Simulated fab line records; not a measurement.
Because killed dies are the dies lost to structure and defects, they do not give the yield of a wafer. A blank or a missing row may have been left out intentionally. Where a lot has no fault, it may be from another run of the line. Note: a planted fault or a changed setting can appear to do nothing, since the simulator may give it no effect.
Chamber matching -- flow n5_finfet -- N5_HKMG_FIN_CMP_23 on cmp-01 has 4 sister chambers
The step polishes, stops on SiNx, t overpolish 10 s, target thk 46.326 nm. 20 wafers are shown with their chamber, then 10 later ones without.

## WAFERS WITH THEIR CHAMBER
wafer,chamber,motor_current_A (A),time_to_endpoint_s (s),overpolish_run_s (s)
L081.3,0,12.7,11.7,9.99
L081.5,3,10.2,13.8,9.98
L081.6,2,11.1,13.5,10.00
L082.1,3,10.6,11.2,10.00
L082.3,2,11.1,12.0,10.01
L082.5,1,10.5,12.5,10.01
L083.2,1,10.8,11.4,10.00
L083.5,0,12.4,11.7,9.99
L083.6,3,9.9,11.9,10.01
L084.1,2,11.3,9.6,10.01
L084.3,0,12.2,10.0,10.00
L084.6,0,13.1,10.9,10.00
L085.1,3,10.9,11.5,10.00
L085.2,0,12.0,10.7,10.00
L085.3,1,10.3,10.5,10.00
L085.4,2,10.7,11.9,9.99
L085.5,1,10.4,11.1,9.98
L085.6,2,10.9,10.1,10.00
L087.2,3,10.8,10.7,9.98
L087.3,2,11.0,12.3,9.99

SIGNATURES (means of the wafers above)
reading,chamber 0,chamber 1,chamber 2,chamber 3,scatter within a chamber
motor_current_A,12.480,10.500,11.017,10.480,0.336
time_to_endpoint_s,11.000,11.375,11.567,11.820,1.13
overpolish_run_s,9.9960,9.9975,10.0000,9.9940,0.0104
Rule: a wafer's distance from a chamber is the root of the sum, over the readings, of the square of ((its reading less the chamber's mean) divided by the reading's scatter). If the next closest chamber is less than 2 further off than the closest, the wafer can't be placed; otherwise it belongs to the closest. How the scatter is found: for the shown wafers, subtract from each reading the mean of its chamber, square and add these, divide the total by (wafers less chambers), then take the root.

## WAFERS MISSING THEIR CHAMBER
wafer,motor_current_A (A),time_to_endpoint_s (s),overpolish_run_s (s)
L087.6,11.2,12.3,10.02
L089.2,12.3,11.9,10.00
L089.3,10.8,10.4,10.00
L089.6,10.6,12.5,10.00
L091.1,10.8,12.5,10.01
L091.4,10.9,13.1,9.99
L091.6,10.5,11.8,10.00
L093.1,10.8,11.7,10.01
L093.3,12.2,12.6,9.99
L093.4,10.6,12.9,10.00

## WHICH CHAMBER EACH ONE RAN IN
wafer,from the rows above,in truth
L087.6,can't be placed: 2 or 1 or 3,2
L089.2,0,0
L089.3,can't be placed: 2 or 1 or 3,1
L089.6,can't be placed: 3 or 1 or 2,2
L091.1,can't be placed: 2 or 1 or 3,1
L091.4,can't be placed: 2 or 3 or 1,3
L091.6,can't be placed: 1 or 3 or 2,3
L093.1,can't be placed: 2 or 1 or 3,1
L093.3,0,0
L093.4,can't be placed: 3 or 1 or 2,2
Correctly placed: 2 of 10. Cannot be placed on the basis of these rows: 8; the candidates contain the true chamber in 8. 0 placed wrongly.
